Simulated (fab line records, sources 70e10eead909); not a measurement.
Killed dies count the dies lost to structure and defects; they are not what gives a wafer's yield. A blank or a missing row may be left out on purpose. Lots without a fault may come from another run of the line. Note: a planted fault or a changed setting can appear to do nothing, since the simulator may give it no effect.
fab line records	flow nandHarc
[record] lots = 6	wafers = 18	lastDay = 33
route steps=1302 shown THIN_TSV@1250 END@1302
lots that met no fault: taken from a fault-free run of the same line
startH: the number of hours between the record's first day and the start of the first shown wafer of the lot	waitH: hours from the lot's prior step to this one	" as in the row above	L1.1+2: a row that stands for several wafers	- no value present, or no start provided	* or withheld: withheld	< > ~ a bound
route shown NAME@n: a module of which the file shows steps, and the number in the route of the first	usual: mean and standard deviation over wafers with no fault	same: alike in all rows	chamber/n: place in a boat	sites: each site's reading	_std_site: standard deviation across them	_edge_site: inner sites' mean taken away from outer sites' mean	radiusMm: for every site, how far away it sits from the centre of the wafer	mask NAME#n: copy n	behind: the last tool/chamber to shape the wafer	hold: the reason the lot was held/the length of the hold in hours/how it ended	device: whichever transistor did not switch (one of n, p or np)	end of line: the tests these same wafers got at the end of their route	a step with no rows: only its recipe	killed: not the wafer's yield, but the dies lost to structure and defects at the first sort	map: a wafer's dies, marking killed ones x, the rest . and places with no die _
set.NAME: the setting that was run; set.NAME@STEP: the one run at that earlier step	model.NAME: the simulator's own value behind a step, which no gauge read
certain route steps with their lots: each step a table, each wafer a row
services: from which hour (startH, from the record's first day; less than 0 if before it) a tool's chamber was out of use, for how many hours, and why
[[steps]]
[step NHARC_THIN_TSV_DEP_43]
[recipe] targetThkA = 13285	tempC = withheld	pressureTorr = 6.5	rfW = 900	teosFlowSccm = 161.4	flowSccm = 2650	targetThkNm = 1328.5	gas = O2	material = SiO2
[usual] throttleValvePct = 15.9/0.45
lot.wafer	tool	chamber	startH	waitH	throttleValvePct
L505.2	pecvd-04	2	556.87	-	16.3
L505.3	"	1	"	"	16.9
L505.5	"	0	"	"	15.9
L513.2	pecvd-03	2	621.06	-	16.4
L513.1	"	0	"	"	15.3
L513.4	"	0	"	"	15.4
L518.3	pecvd-03	0	695.69	-	15.3
L518.5	"	2	"	"	16.2
L518.4	"	0	"	"	15.4
L521.1	pecvd-04	1	710.87	-	16.4
L521.3	"	0	"	"	15.7
L521.4	"	0	"	"	15.8
L526.3	pecvd-04	0	755.04	-	16.2
L526.6	"	2	"	"	15.9
L526.4	"	0	"	"	16.0
L528.4	pecvd-04	1	756.27	-	16.4
L528.5	"	2	"	"	15.6
L528.6	"	0	"	"	16.0
[step NHARC_THIN_TSV_DEHYDRATE_04]
[recipe] tempC = 150	timeS = 120
[step NHARC_THIN_TSV_HMDS_05]
[recipe] timeS = 30
[step NHARC_THIN_TSV_COAT_06]
[recipe] spinRpm = *
[step NHARC_THIN_TSV_SOFTBAKE_07]
[recipe] tempC = 122	timeS = 95
[step NHARC_THIN_TSV_EBR_08]
[step NHARC_THIN_TSV_EXPOSE_09]
[recipe] na = 0.55	doseMj = 30.7	maskId = TSV
[step NHARC_THIN_TSV_PEB_10]
[recipe] pebTempC = 118	pebTimeS = 85
[step NHARC_THIN_TSV_DEVELOP_11]
[recipe] timeS = 70
[step NHARC_THIN_TSV_CD_MEAS_12]
[recipe] targetCdNm = 1000	landingEnergyEv = 500
[usual] cdNm = 1000.4/2.4
[same] landingEnergyEv = 500
lot.wafer	tool	chamber	startH	waitH	cdNm
L505.2	cdSem-02	0	557.58	-	998.0
L505.3	"	0	"	"	995.2
L505.5	"	0	"	"	1002.2
L513.1	cdSem-01	0	621.84	-	998.5
L513.2	"	0	"	"	996.7
L513.4	"	0	"	"	1001.4
L518.3	cdSem-02	0	696.48	-	997.2
L518.4	"	0	"	"	1000.4
L518.5	"	0	"	"	1004.4
L521.1	cdSem-03	0	711.70	-	999.9
L521.3	"	0	"	"	1004.0
L521.4	"	0	"	"	1003.6
L526.3	cdSem-01	0	755.65	-	998.0
L526.4	"	0	"	"	997.1
L526.6	"	0	"	"	1002.8
L528.4	cdSem-02	0	756.85	-	1004.5
L528.5	"	0	"	"	1001.6
L528.6	"	0	"	"	1001.6
[step NHARC_THIN_TSV_HARDBAKE_13]
[recipe] tempC = 125	timeS = 80
[step NHARC_THIN_TSV_DESCUM_14]
[recipe] timeS = 3	o2FlowSccm = 200	arFlowSccm = 0	biasPowerW = 0	chemistry = O2
[usual] drypumpMotorCurrentA = 5.7/0.32	oesProductAu = 1.000/0.015	rfVppV = 57.9/0.96	showerheadPlenumPTorr = 1.92/0.08	throttleValvePct = 11.311/0.0076
lot.wafer	tool	chamber	startH	waitH	drypumpMotorCurrentA	oesProductAu	rfHoursCounterH	rfVppV	showerheadPlenumPTorr	throttleValvePct
L505.2	rieDiel-01	0	557.73	-	5.2	0.996	8.3	58.7	1.88	11.310
L505.3	"	2	"	"	5.8	1.018	8.3	58.0	1.92	11.310
L505.5	"	2	"	"	5.8	1.023	-	59.0	1.92	11.317
L513.2	rieDiel-01	0	622.01	-	5.2	1.025	1.7	56.6	1.88	11.308
L513.1	"	1	"	"	5.8	1.001	1.6	59.2	2.03	11.309
L513.4	"	1	"	"	5.8	0.994	-	58.3	2.03	11.324
L518.4	rieDiel-01	0	696.64	-	5.2	1.031	5.0	56.1	1.88	11.305
L518.3	"	1	"	"	5.8	0.995	5.6	56.7	2.03	11.319
L518.5	"	3	"	"	5.8	1.013	-	57.4	1.79	11.306
L521.1	rieDiel-01	2	711.86	-	5.8	1.005	6.1	58.1	1.92	11.304
L521.3	"	3	"	"	5.8	1.017	4.2	57.6	1.78	11.328
L521.4	"	1	"	"	5.8	0.997	6.5	58.9	2.03	11.312
L526.3	rieDiel-03	2	755.81	-	6.2	0.980	8.6	57.7	1.91	11.324
L526.4	"	0	"	"	5.4	1.014	7.7	57.4	2.00	11.304
L526.6	"	2	"	"	6.2	0.983	-	58.8	1.91	11.304
L528.4	rieDiel-11	0	757.03	-	6.1	0.990	8.5	56.8	1.85	11.296
L528.5	"	1	"	"	6.1	0.978	-	58.0	1.88	11.321
L528.6	"	2	"	"	5.8	0.983	-	58.6	1.90	11.311
[step NHARC_THIN_TSV_ETCH_44]
[recipe] targetDepthA = 15942	timeS = 797.1	cf4FlowSccm = 150	o2FlowSccm = 10	arFlowSccm = 0	rfW = 300	biasW = 800	chemistry = CF4/O2
[usual] drypumpMotorCurrentA = 5.7/0.31	oesProductAu = 0.998/0.015	rfFwdPowerW = 299.6/0.93	rfVppV = 796/4.4	showerheadPlenumPTorr = 1.85/0.07	throttleValvePct = 16.914/0.0084
lot.wafer	tool	chamber	startH	waitH	drypumpMotorCurrentA	oesProductAu	rfFwdPowerW	rfHoursCounterH	rfVppV	showerheadPlenumPTorr	throttleValvePct
L505.3	rieDiel-03	1	557.97	0.2	5.4	0.992	299.3	6.0	791	1.79	16.918
L505.2	"	2	"	"	6.2	0.990	300.2	5.9	794	1.83	16.899
L505.5	"	3	"	"	5.8	0.978	299.0	-	801	1.96	16.908
L513.2	rieDiel-01	2	622.12	0.1	5.8	1.007	298.7	1.8	795	1.84	16.902
L513.1	"	0	"	"	5.2	1.018	301.1	1.8	791	1.80	16.930
L513.4	"	2	"	"	5.8	0.992	298.9	-	796	1.84	16.911
L518.4	rieDiel-01	2	696.78	0.1	5.7	1.265	420.1	5.5	795	1.84	16.921
L518.3	"	0	"	"	5.2	1.039	301.2	5.1	793	1.80	16.926
L518.5	"	2	"	"	5.8	1.264	419.2	-	796	1.84	16.935
L521.4	rieDiel-01	1	711.95	0.1	5.8	0.985	301.5	6.6	802	1.94	16.914
L521.3	"	2	"	"	5.8	1.247	418.7	6.2	794	1.84	16.907
L521.1	"	3	"	"	5.8	1.015	299.3	4.3	787	1.72	16.904
L526.4	rieDiel-03	1	755.95	0.1	5.4	0.981	299.8	8.7	791	1.79	16.911
L526.3	"	3	"	"	5.8	0.990	298.6	7.8	801	1.96	16.923
L526.6	"	1	"	"	5.4	0.986	300.4	-	792	1.79	16.906
L528.4	rieDiel-11	3	757.20	0.2	5.4	1.015	299.9	7.6	801	1.93	16.901
L528.6	"	1	"	"	6.0	0.985	301.3	-	793	1.80	16.922
L528.5	"	2	"	"	5.8	0.993	300.2	-	791	1.82	16.916
[step NHARC_THIN_TSV_ETCH_15]
[recipe] targetDepthA = 30000	boschTargetOveretchCycles = 2	boschEtchStepS = 2.8	boschDepStepS = 1.2	boschCycles = 14
[usual] drypumpMotorCurrentA = 5.8/0.44
[same] boschDepStepS = 1.2
lot.wafer	tool	chamber	startH	waitH	drypumpMotorCurrentA	rfHoursCounterH
L505.3	rieSi-01	0	558.45	-	6.0	0
L505.2	"	1	"	"	6.4	0
L505.5	"	2	"	"	5.8	-
L513.4	rieSi-05	1	622.81	-	5.9	0.9
L513.2	"	2	"	"	5.7	0.8
L513.1	"	0	"	"	5.4	1.0
L518.3	rieSi-03	0	697.31	-	6.5	0.7
L518.4	"	1	"	"	5.6	0.7
L518.5	"	3	"	"	4.8	-
L521.3	rieSi-03	0	712.52	-	6.5	0.8
L521.4	"	1	"	"	5.6	0.8
L521.1	"	3	"	"	4.8	0.7
L526.3	rieSi-05	2	756.48	-	5.7	0.4
L526.4	"	0	"	"	5.4	0.5
L526.6	"	2	"	"	5.8	-
L528.4	rieSi-01	1	757.68	-	6.4	0.2
L528.5	"	3	"	"	5.7	-
L528.6	"	0	"	"	6.0	-
[step NHARC_END_SORT_01]
[recipe] tempC = 25
[usual] defectLimitedYield = 92.7/2.6	killedAtArray = 45/18	killedAtOther = 0.9/1.3	killedAtPeriphery = 3.7/2.2	killedDies = 50/18	killedOpen = 3.2/1.9	killedShort = 2.4/1.6	sort_bin_2_pct = 2.5/1.1	sort_bin_3_pct = 0.6/0.36	sort_bin_4_pct = 4.3/1.5	sortNPass = 627/18	sortRimYieldPct = 92/4.3	sortYieldPct = 92.7/2.6
[same] grossDies = 677	sort_bin_5_pct[%] = 0	sort_bin_6_pct[%] = 0	sort_bin_7_pct[%] = 0	sort_bin_8_pct[%] = 0	sortRimNGross = 106.00
lot.wafer	tool	chamber	startH	waitH	defectLimitedYield[%]	killedAtArray	killedAtOther	killedAtPeriphery	killedDies	killedOpen	killedShort	sort_bin_2_pct[%]	sort_bin_3_pct[%]	sort_bin_4_pct[%]	sortNPass	sortRimYieldPct[%]	sortYieldPct[%]
L505.2	prober-02	0	573.44	2.8	89.2	68	1	4	73	1	1	3.8	0.3	6.6	604	91	89.2
L505.3	prober-02	0	574.25	3.1	92.2	46	0	7	53	5	3	2.7	0.1	5.0	624	87	92.2
L505.5	prober-02	0	575.86	3.7	90.7	59	0	4	63	2	1	3.4	1.0	4.9	614	83	90.7
L518.3	prober-02	0	713.13	3.1	91.6	55	0	2	57	4	2	2.7	0.3	5.5	620	92	91.6
L518.4	prober-02	0	713.94	3.4	90.3	64	0	2	66	5	2	3.2	0.1	6.4	611	91	90.3
L518.5	prober-02	0	714.75	3.7	91.0	55	0	6	61	3	3	3.1	0.9	5.0	616	89	91.0
L521.1	prober-01	0	726.60	2.5	94.1	39	1	0	40	3	2	2.1	0.7	3.1	637	91	94.1
L521.3	prober-01	0	728.21	3.1	91.3	57	0	2	59	6	4	1.9	1.2	5.6	618	86	91.3
L521.4	prober-01	0	729.01	3.4	92.2	51	0	2	53	2	4	2.1	0.4	5.3	624	95	92.2
L526.3	prober-02	0	783.26	3.1	96.9	16	2	3	21	5	2	0.6	0.6	1.9	656	93	96.9
L526.4	prober-02	0	784.05	3.4	95.0	28	3	3	34	2	3	1.3	0.1	3.5	643	100	95.0
L526.6	prober-02	0	785.63	4.0	96.8	18	0	4	22	4	3	1.0	0	2.2	655	99	96.8
// killed by level:class
L505.2 A_CHANNEL_HOLE_D1:chamberFilmFlake=35 A_SLIT:chamberFilmFlake=12 A_CHANNEL_HOLE_D2:chamberFilmFlake=7 A_CONTACT:chamberFilmFlake=6 P_GATE:chamberFilmFlake=4 A_CHANNEL_FILL_D1:chamberFilmFlake=3 A_CONTACT:unspecified=2 A_ONON_D2:geometricParticle:short=1
L505.3 A_CHANNEL_HOLE_D1:chamberFilmFlake=14 A_CHANNEL_HOLE_D2:chamberFilmFlake=10 A_SLIT:chamberFilmFlake=9 P_GATE:chamberFilmFlake=5 A_CONTACT:chamberFilmFlake=3 A_DECK1_JOINT:geometricParticle:open=2 A_CHANNEL_FILL_D1:chamberFilmFlake=2 P_GATE:geometricParticle:short=1
L505.5 A_SLIT:chamberFilmFlake=25 A_CHANNEL_HOLE_D1:chamberFilmFlake=19 A_CHANNEL_HOLE_D2:chamberFilmFlake=6 P_GATE:chamberFilmFlake=4 A_CONTACT:chamberFilmFlake=3 A_CHANNEL_HOLE_D1:geometricParticle:open=1 A_CHANNEL_FILL_D2:geometricParticle:short=1 A_M0:geometricParticle:open=1
L518.3 A_CHANNEL_HOLE_D2:chamberFilmFlake=28 A_CHANNEL_HOLE_D1:chamberFilmFlake=13 A_CONTACT:chamberFilmFlake=3 A_ONON_D2:geometricParticle:open=2 A_BLC:chamberFilmFlake=2 A_SLIT:chamberFilmFlake=2 P_GATE:geometricParticle:short=1 A_CHANNEL_HOLE_D2:geometricParticle:short=1
L518.4 A_CHANNEL_HOLE_D1:chamberFilmFlake=33 A_CHANNEL_HOLE_D2:chamberFilmFlake=10 A_SLIT:chamberFilmFlake=4 A_CONTACT:chamberFilmFlake=4 A_M1:geometricParticle:open=2 A_DECK1_JOINT:chamberFilmFlake=2 A_STAIRCASE:chamberFilmFlake=2 A_CHANNEL_FILL_D1:geometricParticle:short=1
L518.5 A_CHANNEL_HOLE_D2:chamberFilmFlake=23 A_CHANNEL_HOLE_D1:chamberFilmFlake=15 A_STAIRCASE:chamberFilmFlake=4 P_STI:chamberFilmFlake=3 A_WL_FILL:chamberFilmFlake=3 A_CONTACT:chamberFilmFlake=3 A_SLIT:chamberFilmFlake=2 P_CONTACT:geometricParticle:short=1
L521.1 A_SLIT:chamberFilmFlake=19 A_STAIRCASE:chamberFilmFlake=6 A_CHANNEL_HOLE_D1:chamberFilmFlake=4 A_DECK1_JOINT:geometricParticle:open=3 A_CONTACT:chamberFilmFlake=2 A_CHANNEL_FILL_D1:geometricParticle:short=1 A_ONON_D2:geometricParticle:short=1 A_ZERO_WELL:chamberFilmFlake=1
L521.3 A_SLIT:chamberFilmFlake=22 A_CHANNEL_HOLE_D1:chamberFilmFlake=10 A_CONTACT:chamberFilmFlake=8 A_STAIRCASE:chamberFilmFlake=5 A_CHANNEL_FILL_D1:geometricParticle:open=3 A_M0:geometricParticle:open=2 P_GATE:chamberFilmFlake=2 A_DECK1_JOINT:geometricParticle:short=1
L521.4 A_SLIT:chamberFilmFlake=27 A_CHANNEL_HOLE_D1:chamberFilmFlake=9 A_STAIRCASE:chamberFilmFlake=6 A_CONTACT:chamberFilmFlake=3 P_CONTACT:geometricParticle:open=1 P_CONTACT:geometricParticle:short=1 A_CHANNEL_FILL_D1:geometricParticle:short=1 A_DECK1_JOINT:geometricParticle:open=1
L526.3 A_CONTACT:chamberFilmFlake=4 A_SLIT:chamberFilmFlake=3 P_GATE:chamberFilmFlake=2 THIN_TSV:chamberFilmFlake=2 P_CONTACT:geometricParticle:open=1 A_SOURCE_PLATE:geometricParticle:open=1 A_DECK1_JOINT:geometricParticle:short=1 A_ONON_D2:geometricParticle:short=1
L526.4 A_SLIT:chamberFilmFlake=11 A_CONTACT:chamberFilmFlake=10 A_CHANNEL_HOLE_D2:chamberFilmFlake=2 THIN_TSV:chamberFilmFlake=2 P_CONTACT:geometricParticle:short=1 A_CHANNEL_FILL_D1:geometricParticle:open=1 A_DECK1_JOINT:geometricParticle:short=1 A_M1:geometricParticle:open=1
L526.6 A_SLIT:chamberFilmFlake=9 P_ZERO_WELL:chamberFilmFlake=3 A_CONTACT:chamberFilmFlake=2 P_M1:geometricParticle:open=1 A_ONON_D1:geometricParticle:short=1 A_DECK1_JOINT:geometricParticle:short=1 A_ONON_D2:geometricParticle:open=1 A_CHANNEL_FILL_D2:geometricParticle:short=1
[[services]]
tool	chamber	startH	hours	kind
rieSi-01	-	547.00	9.0	pm
pecvd-03	-	547.24	13.0	pm
rieDiel-01	-	557.80	9.0	pm
rieSi-03	-	559.66	0.8	repair
rieDiel-01	-	570.54	0.2	repair
rieSi-03	-	575.00	9.0	pm
rieSi-05	3	601.10	5.2	repair
rieDiel-01	3	609.18	16.8	repair
rieSi-01	1	629.04	3.8	repair
rieDiel-11	-	629.40	9.0	pm
pecvd-04	-	631.70	13.0	pm
rieDiel-03	-	635.30	9.0	pm
rieSi-03	3	637.28	3.3	repair
rieSi-05	-	659.00	9.0	pm
rieSi-03	3	665.14	1.8	repair
pecvd-03	1	680.71	5.1	repair
pecvd-03	-	690.78	0.8	repair
rieDiel-11	1	697.63	4.5	repair
rieSi-01	-	724.00	9.0	pm
pecvd-04	1	727.46	20.0	repair
pecvd-03	-	728.24	13.0	pm
rieDiel-01	-	734.80	9.0	pm
rieSi-01	1	744.05	5.7	repair
rieSi-03	-	752.00	9.0	pm
[[key]]
[firstSign] step = NHARC_THIN_TSV_ETCH_44	reading = rfFwdPowerW	direction = up	sigmas = 99+	usual = *	struck = *
[effect] step = NHARC_THIN_TSV_ETCH_44	reading = oesProductAu	direction = up	sigmas = 18	usual = 0.998	struck = 1.259
metAt NHARC_THIN_TSV_ETCH_44
struckWafers L518.4,L518.5,L521.3
onsetBetween 622.12 696.78
[fault] kind = processParameterDrift	tool = rieDiel-01	chamber = 2	onsetH = 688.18	steps = NHARC_THIN_TSV_ETCH_44	channel = rfW	offset = *	shape = step	endH = 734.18	actsIn = *	stated = *
